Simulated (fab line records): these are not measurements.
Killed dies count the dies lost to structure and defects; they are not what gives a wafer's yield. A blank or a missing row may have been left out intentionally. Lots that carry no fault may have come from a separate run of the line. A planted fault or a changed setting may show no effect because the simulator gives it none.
fab line records | flow n5_finfet
record: lots: 10 wafers: 30 last_day: 17
route steps=1938 shown BEOL_M4@1111 BEOL_M11@1570 PASSIVATION@1936
lots that met no fault: taken from a fault-free run of the same line
start_h: hours from the record's first day to the start of the lot's first wafer shown | wait_h: hours since the lot's step before | " same as the row above | L1.1+2: a single row standing in for several wafers | - no value present, or no start provided | * or withheld: withheld | < > ~ a bound
route shown NAME@n: a module of which the file shows steps, and the number in the route of the first | usual: the fault-free wafers' mean and standard deviation | same: alike in all rows | chamber/n: place in a boat | sites: the reading at each site | _std_site: the standard deviation of these | _edge_site: mean of outer sites minus mean of inner sites | radius_mm: for every site, how far away it sits from the centre of the wafer | mask NAME#n: copy n | behind: the most recent tool/chamber to have shaped the wafer | hold: why the lot was held/for how many hours/how that ended | device: which transistor (n, p or np) failed to switch | end of line: at the end of the route, the tests of the same wafers | for a step that has no rows: nothing shown but its recipe | killed: dies lost to structure and defects at the first sort, not the wafer's yield | map: a wafer's dies, x killed, . not, _ none there
set.NAME: the setting the step ran with; set.NAME@STEP: the setting that earlier step ran with | model.NAME: the simulator's own value behind a step, which no gauge read
a sample of lots followed through the steps of the route, with each step as a table and each wafer as a row
services: a tool's chamber out of use, with start hour (start_h, from the record's first day; less than 0 if before it), hours out, and reason
== steps ==
step: N5_BEOL_M4_RC_MEAS_101
usual: DIBL_N: 36.9/1.7 DIBL_P: 36.7/2.1 IOFF_N: 0.17/0.032 IOFF_P: 0.22/0.036 ION_N: 674/12 ION_P: 461/7 SS_N: 71.7/0.6 SS_P: 73.4/0.67 VT_N: 249/3.1 VT_P: -250/3.2
columns lot.wafer tool chamber start_h wait_h DIBL_N[mV/V] DIBL_P[mV/V] IOFF_N[nA/um] IOFF_P[nA/um] ION_N[uA/um] ION_P[uA/um] SS_N[mV/dec] SS_P[mV/dec] VT_N[mV] VT_P[mV]
L944.3 prober-02 0 182.21 0.3 32.8 32.8 0.12 0.17 660 454 70.6 72.8 255 -252
L944.4 " 0 " " 35.9 35.1 0.16 0.20 663 454 71.8 72.8 250 -252
L944.6 " 0 " " 34.4 32.9 0.14 0.17 652 446 71.6 72.2 252 -251
L952.2 prober-01 0 231.92 0.2 36.1 35.3 0.15 0.22 668 466 71.4 72.6 250 -246
L952.4 " 0 " " 34.8 34.0 0.13 0.19 656 457 70.9 71.8 253 -252
L952.6 " 0 " " 35.1 34.4 0.14 0.19 665 459 71.9 72.7 252 -249
L954.1 prober-02 0 249.66 0.0 34.9 35.1 0.13 0.16 673 455 70.6 73.0 251 -256
L954.2 " 0 " " 35.7 34.9 0.14 0.16 672 454 71.3 73.2 253 -256
L954.6 " 0 " " 36.9 37.2 0.17 0.19 686 459 71.6 74.1 250 -251
L955.2 prober-01 0 249.86 0.2 38.3 38.9 0.21 0.27 691 467 71.7 74.6 247 -247
L955.5 " 0 " " 38.2 39.0 0.21 0.26 691 470 71.4 74.2 246 -248
L955.6 " 0 " " 35.9 36.5 0.16 0.21 681 467 71.6 72.9 251 -250
L957.2 prober-01 0 253.01 0.2 36.7 36.8 0.14 0.19 664 454 71.6 73.0 251 -253
L957.3 " 0 " " 37.6 36.9 0.18 0.19 671 455 72.4 72.8 248 -251
L957.4 " 0 " " 36.9 36.5 0.15 0.18 660 456 71.9 72.7 252 -252
L956.3 prober-01 0 257.39 0.3 37.3 36.8 0.18 0.24 676 465 71.6 73.5 246 -248
L956.4 " 0 " " 37.9 35.9 0.20 0.23 685 468 71.9 73.4 246 -250
L956.5 " 0 " " 37.8 35.7 0.18 0.22 681 466 71.8 72.5 247 -250
L958.1 prober-02 0 270.93 0.0 38.5 38.0 0.19 0.24 676 466 71.9 73.7 248 -249
L958.3 " 0 " " 35.0 34.8 0.13 0.20 654 458 71.2 72.8 252 -252
L958.4 " 0 " " 32.8 32.0 0.11 0.16 660 455 70.6 72.6 253 -255
L959.2 prober-02 0 279.27 0.2 36.3 35.0 0.17 0.26 681 470 71.5 72.7 247 -245
L959.5 " 0 " " 34.8 33.8 0.13 0.23 668 469 71.8 72.6 254 -245
L959.6 " 0 " " 37.2 35.8 0.18 0.26 681 471 71.3 73.8 247 -245
L961.4 prober-01 0 289.45 0.5 35.4 37.3 0.16 0.21 681 464 71.1 73.6 248 -250
L961.5 " 0 " " 37.0 37.7 0.17 0.22 682 465 70.8 73.7 248 -249
L961.6 " 0 " " 35.2 37.1 0.15 0.21 682 461 71.0 73.0 250 -249
L962.2 prober-02 0 293.19 0.2 35.5 34.9 0.14 0.19 673 462 72.0 73.8 254 -250
L962.4 " 0 " " 32.0 30.8 0.10 0.14 651 452 69.8 72.5 255 -255
L962.5 " 0 " " 35.6 34.9 0.14 0.20 667 462 71.3 73.7 255 -251
step: N5_BEOL_M11_INSPECT_30
recipe: mode: adi inspect_instrument: brightfield
usual: raw_defect_count: 423/100
columns lot.wafer tool chamber start_h wait_h raw_defect_count
L944.3 defect_inspect-01 - 235.80 0.0 503
L944.4 " - " " 520
L944.6 " - " " 469
L952.2 defect_inspect-01 - 287.70 0.0 393
L952.4 " - " " 401
L952.6 " - " " 351
L955.2 defect_inspect-01 - 307.18 0.0 479
L955.5 " - " " 361
L955.6 " - " " 523
L954.1 defect_inspect-02 - 311.01 0.0 215
L954.2 " - " " 240
L954.6 " - " " 286
L957.2 defect_inspect-01 - 311.74 0.0 429
L957.3 " - " " 465
L957.4 " - " " 515
L956.3 defect_inspect-02 - 313.60 0.0 353
L956.4 " - " " 500
L956.5 " - " " 400
L958.1 defect_inspect-01 - 328.12 0.0 297
L958.3 " - " " 565
L958.4 " - " " 493
L959.2 defect_inspect-02 - 337.38 0.2 357
L959.5 " - " " 290
L959.6 " - " " 354
L961.4 defect_inspect-01 - 351.94 0.0 509
L961.5 " - " " 490
L961.6 " - " " 495
L962.2 defect_inspect-01 - 354.48 0.0 408
L962.4 " - " " 459
L962.5 " - " " 387
step: N5_BEOL_M11_DESCUM_33
recipe: chemistry: O2 time_s: 7.9 source_power_w: 50 bias_power_w: 20 pressure_mtorr: 20 rf_frequency_hz: 2.712e+07 temp_c: 40 resist: CAR-ArF o2_flow_sccm: 225
usual: drypump_motor_current_A: 5.6/0.36 oes_product_au: 0.79/0.078 rf_vpp_V: 243.5/1.5 showerhead_plenum_p_Torr: 2.11/0.082 throttle_valve_pct: 20.23/0.27
columns lot.wafer tool chamber start_h wait_h drypump_motor_current_A oes_product_au rf_hours_counter_h rf_vpp_V showerhead_plenum_p_Torr throttle_valve_pct
L944.3 rie_diel-03 1 235.83 0.0 6.0 0.78 98 242.8 2.19 19.95
L944.4 " 2 " " 5.3 0.74 - 241.1 1.98 19.94
L944.6 " 1 " " 6.0 0.79 - 245.4 2.19 19.95
L952.2 rie_diel-06 1 288.45 0.7 5.9 0.84 72 244.0 2.10 19.82
L952.4 " 0 " " 5.8 0.86 71 242.0 2.03 20.45
L952.6 " 1 " " 5.9 0.83 - 244.0 2.10 19.81
L955.2 rie_diel-01 0 307.22 0.0 5.2 0.67 217 245.6 2.14 20.41
L955.5 " 1 " " 5.8 0.68 - 242.0 2.06 20.31
L955.6 " 0 " " 5.2 0.68 - 244.7 2.14 20.41
L954.1 rie_diel-03 3 311.04 0.0 5.9 0.92 18 244.1 2.14 20.49
L954.2 " 2 " " 5.2 0.72 203 241.8 1.97 19.96
L954.6 " 0 " " 5.2 0.80 - 245.8 2.21 20.18
L957.2 rie_diel-03 3 311.99 0.2 5.8 0.92 19 243.1 2.14 20.51
L957.3 " 0 " " 5.2 0.80 100 244.3 2.21 20.18
L957.4 " 2 " " 5.2 0.72 203 242.1 1.97 19.97
L956.3 rie_diel-06 1 313.63 0.0 5.9 0.82 82 243.6 2.09 19.84
L956.4 " 1 " " 5.9 0.81 - 245.7 2.09 19.83
L956.5 " 3 " " 5.3 0.80 - 244.5 2.19 20.46
L958.1 rie_diel-06 1 328.16 0.0 5.9 0.81 86 243.6 2.09 19.84
L958.3 " 0 " " 5.8 0.85 85 243.7 2.02 20.48
L958.4 " 2 " " 5.2 0.97 3 243.2 2.04 20.30
L959.2 rie_diel-03 1 337.57 0.2 6.0 0.75 131 245.7 2.18 20.03
L959.5 " 3 " " 5.9 0.90 - 244.2 2.13 20.52
L959.6 " 0 " " 5.3 0.79 - 244.5 2.21 20.18
L961.4 rie_diel-03 0 352.27 0.3 5.2 0.78 112 244.7 2.21 20.20
L961.5 " 0 " " 5.3 0.78 - 243.9 2.21 20.18
L961.6 " 3 " " 5.9 0.89 - 244.4 2.13 20.52
L962.2 rie_diel-01 3 354.67 0.2 6.2 0.81 99 241.5 2.02 20.15
L962.4 " 0 " " 5.2 0.67 231 244.9 2.13 20.44
L962.5 " 0 " " 5.2 0.68 - 245.0 2.13 20.44
step: N5_BEOL_M11_DEGAS_44
recipe: ambient: vacuum temp_c: 250 time_s: 60
usual: heater_power_w: 345/58
columns lot.wafer tool chamber start_h wait_h heater_power_w
L944.3 pvd_sputter-01 - 237.27 0.3 338
L944.4 " - " " 330
L944.6 " - " " 340
L952.2 pvd_sputter-03 - 289.73 0.5 469
L952.4 " - " " 305
L952.6 " - " " 479
L955.2 pvd_sputter-03 - 308.24 0.2 468
L955.5 " - " " 338
L955.6 " - " " 277
L954.1 pvd_sputter-01 - 312.35 0.6 289
L954.2 " - " " 337
L954.6 " - " " 345
L957.2 pvd_sputter-01 - 313.30 0.4 331
L957.3 " - " " 337
L957.4 " - " " 322
L956.3 pvd_sputter-01 - 314.95 0.5 332
L956.4 " - " " 286
L956.5 " - " " 340
L958.1 pvd_sputter-01 - 330.33 1.4 325
L958.3 " - " " 291
L958.4 " - " " 289
L959.2 pvd_sputter-03 - 338.78 0.2 342
L959.5 " - " " 466
L959.6 " - " " 298
L961.4 pvd_sputter-02 - 354.38 0.8 413
L961.5 " - " " 413
L961.6 " - " " 359
L962.2 pvd_sputter-02 - 357.92 2.2 408
L962.4 " - " " 370
L962.5 " - " " 406
step: N5_BEOL_M11_ECD_50
recipe: material: Cu target_thk_a: 3180
columns lot.wafer tool chamber start_h wait_h
L944.3+4+6 ecd_cu-01 1,0,1 238.30 0.1
L952.2+4+6 ecd_cu-02 0,1,1 291.00 0.1
L955.2+5+6 ecd_cu-01 1,1,0 310.70 0.1
L954.1+2+6 ecd_cu-01 0,1,1 313.70 0.1
L957.2+3+4 ecd_cu-01 1,1,0 314.33 0.1
L956.3+4+5 ecd_cu-02 1,0,1 316.10 0.1
L958.1+3+4 ecd_cu-01 0,0,1 331.27 0.1
L959.2+5+6 ecd_cu-01 0,0,1 340.10 0.1
L961.4+5+6 ecd_cu-02 0,0,1 355.41 0.1
L962.2+4+5 ecd_cu-01 1,0,1 358.68 0.1
step: N5_BEOL_M11_CMP_52
recipe: stop_on: SiCOH_lowk t_overpolish_s: 7 down_force_psi: 1 platen_rpm: 50 clearing_platen_down_force_psi: 1.5 clearing_platen_rpm: 50 post_cmp_clean: cu_alkaline target_thk_nm: 140 clearing_platen_pad_velocity_m_s: 0.99484 pad_velocity_m_s: 0.99484
usual: motor_current_A: 6.0/0.63 time_to_endpoint_s: 67/4.1
columns lot.wafer tool chamber start_h wait_h motor_current_A time_to_endpoint_s
L944.3 cmp-02 0 238.79 0.2 6.5 60
L944.4 " 1 " " 5.9 62
L944.6 " 3 " " 6.9 60
L952.4 cmp-03 0 291.40 0.1 5.2 5
L952.2 " 2 " " 7.3 5
L952.6 " 0 " " 5.6 3
L955.2 cmp-03 1 311.19 0.3 6.7 0
L955.6 " 3 " " 6.5 2
L955.5 " 0 " " 5.2 2
L954.2 cmp-04 0 314.77 0.3 5.3 71
L954.1 " 2 " " 5.5 69
L954.6 " 0 " " 5.0 72
L957.4 cmp-02 1 315.69 0.1 5.9 62
L957.2 " 3 " " 7.0 63
L957.3 " 0 " " 6.0 64
L956.3 cmp-04 0 316.51 0.2 5.2 75
L956.4 " 2 " " 5.5 71
L956.5 " 0 " " 5.3 72
L958.1 cmp-04 1 331.77 0.3 6.4 69
L958.3 " 2 " " 5.1 70
L958.4 " 3 " " 5.6 72
L959.2 cmp-02 1 340.83 0.3 5.9 62
L959.6 " 3 " " 6.7 63
L959.5 " 0 " " 5.9 65
L961.4 cmp-04 1 355.82 0.2 6.2 68
L961.5 " 0 " " 5.3 68
L961.6 " 1 " " 6.3 68
L962.4 cmp-04 2 359.16 0.2 5.5 62
L962.2 " 3 " " 5.6 68
L962.5 " 0 " " 5.2 66
step: N5_PASSIVATION_PROBE_49
usual: defect_limited_yield: 91.7/1.5 killed_at_M0_to_M3: 32/9.6 killed_at_M4_up: 13/5.3 killed_at_contacts: 12/6.8 killed_at_front_end: 36/9.8 killed_at_other: 4/3.1 killed_dies: 98/17 killed_on_rim: 13/4 killed_open: 65/13 killed_short: 32/8.5 sort_bin_5_function: 4.9/0.93 sort_bin_6_memory: 3.2/0.67 sort_bin_8_speed: 0.00/0.02 sort_n_pass: 1082/17
same: gross_dies: 1180 killed_at_back_side: 0 sort_bin_4_leakage[%]: 0
columns lot.wafer tool chamber start_h wait_h defect_limited_yield[%] killed_at_M0_to_M3 killed_at_M4_up killed_at_contacts killed_at_front_end killed_at_other killed_dies killed_on_rim killed_open killed_short sort_bin_5_function[%] sort_bin_6_memory[%] sort_bin_8_speed[%] sort_n_pass
L952.2 prober-02 - 329.90 0.1 0 43 1087 7 39 4 1180 152 73 29 96.5 3.1 0 0
L952.4 prober-02 - 330.00 0.2 0 38 1094 15 32 1 1180 152 90 19 96.1 3.8 0 0
L952.6 prober-02 - 330.10 0.3 0 35 1109 14 20 2 1180 152 49 25 97.8 2.1 0 0
L955.2 prober-01 - 346.18 0.1 0 30 1099 8 37 6 1180 152 63 33 96.9 2.8 0 0
L955.5 prober-01 - 346.33 0.2 0 22 1116 5 34 3 1180 152 53 30 96.6 2.9 0 0
L955.6 prober-01 - 346.38 0.3 0 25 1102 11 34 8 1180 152 52 35 96.9 2.9 0 0
killed by level:class
L952.2 BEOL_M11:area_ecd=1078 FIN_SAQP:geometric_particle:open=9 BEOL_M1:geometric_particle:open=8 STI_FIN_REVEAL:geometric_particle:open=8 BEOL_M0_SAQP:geometric_particle:open=8 MOL_CONTACT_COAG:geometric_particle:open=7 BEOL_M2:geometric_particle:open=7 BEOL_M3:geometric_particle:open=7
L952.4 BEOL_M11:area_ecd=1071 STI_FIN_REVEAL:geometric_particle:open=17 BEOL_M4:geometric_particle:open=16 MOL_CONTACT_COAG:geometric_particle:open=14 BEOL_M3:geometric_particle:open=10 BEOL_M0_SAQP:geometric_particle:open=8 BEOL_M0_SAQP:geometric_particle:short=6 BEOL_M2:geometric_particle:open=4
L952.6 BEOL_M11:area_ecd=1106 MOL_CONTACT_COAG:geometric_particle:open=9 BEOL_M0_SAQP:geometric_particle:short=8 BEOL_M0_SAQP:geometric_particle:open=7 STI_FIN_REVEAL:geometric_particle:open=5 MOL_CONTACT_COAG:geometric_particle:short=5 BEOL_M2:geometric_particle:open=5 BEOL_M3:geometric_particle:open=5
L955.2 BEOL_M11:area_ecd=1081 STI_FIN_REVEAL:geometric_particle:open=18 BEOL_M0_SAQP:geometric_particle:short=12 FIN_SAQP:geometric_particle:short=8 MOL_CONTACT_COAG:geometric_particle:open=6 BEOL_M0_SAQP:geometric_particle:open=5 BEOL_M2:geometric_particle:open=5 FIN_SAQP:geometric_particle:open=4
L955.5 BEOL_M11:area_ecd=1097 STI_FIN_REVEAL:geometric_particle:open=10 BEOL_M4:geometric_particle:open=8 FIN_SAQP:geometric_particle:short=6 BEOL_M1:geometric_particle:open=6 BEOL_M2:geometric_particle:open=6 MOL_CONTACT_COAG:geometric_particle:open=5 FIN_SAQP:geometric_particle:open=4
L955.6 BEOL_M11:area_ecd=1092 MOL_CONTACT_COAG:geometric_particle:open=8 FIN_SAQP:geometric_particle:open=7 BEOL_M0_SAQP:geometric_particle:open=7 BEOL_M1:geometric_particle:short=6 FIN_SAQP:geometric_particle:short=5 STI_FIN_REVEAL:geometric_particle:open=5 BEOL_M0_SAQP:geometric_particle:short=5
== services ==
columns tool chamber start_h hours kind
rie_diel-06 - 215.37 0.3 repair
rie_diel-03 3 218.34 1.6 repair
rie_diel-03 - 218.39 7.2 repair
cmp-03 - 226.34 4.0 pm
cmp-02 - 226.72 6.0 repair
rie_diel-03 3 231.56 - clean
rie_diel-03 3 231.56 - consumable_replace:focus_ring
rie_diel-03 3 231.56 15.0 scheduled_down
rie_diel-03 3 231.56 15.0 vent_cycle
rie_diel-06 3 248.87 4.0 repair
cmp-04 - 259.58 2.5 repair
cmp-03 - 262.06 3.9 pm
rie_diel-01 1 271.31 18.5 repair
rie_diel-01 2 282.41 8.8 repair
cmp-02 - 298.56 4.0 pm
cmp-02 - 302.56 - consumable_replace:conditioner
cmp-02 - 302.56 - consumable_replace:pad
rie_diel-06 2 303.58 - clean
rie_diel-06 2 303.58 - consumable_replace:focus_ring
rie_diel-06 2 303.58 16.4 scheduled_down
rie_diel-06 2 303.58 16.4 vent_cycle
ecd_cu-01 - 342.08 5.8 pm
rie_diel-01 - 346.57 2.8 pm
cmp-03 - 347.41 1.0 repair
== key ==
first_sign: step: N5_BEOL_M11_CMP_52 reading: time_to_endpoint_s direction: down sigmas: 16 usual: * struck: *
effect: step: N5_PASSIVATION_PROBE_49 reading: killed_at_M4_up direction: up sigmas: 99+ usual: 13 struck: 1101
more_kills_born_at: N5_BEOL_M11_ECD_50@ecd_cu-01: 3270 N5_BEOL_M11_ECD_50@ecd_cu-02: 3255
met_at N5_BEOL_M11_ECD_50
struck_lots L952,L955
later_rows_left_out L952.2,L952.4,L952.6,L955.2,L955.5,L955.6
not_acting_at N5_BEOL_M11_INSPECT_30,N5_BEOL_M11_DESCUM_33,N5_BEOL_M11_DEGAS_44
onset_between 238.30 291.00
also_fits N5_BEOL_M11_CMP_52:cmp-03
fault: kind: skipped_step_whole tool: ecd_cu-01,ecd_cu-02 chamber: - onset_h: 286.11 steps: N5_BEOL_M11_ECD_50 scope: struck_lots_only
later_rows_left_out: the simulator's readings of these wafers behind a module that went badly wrong aren't trusted and aren't shown, but for the sort
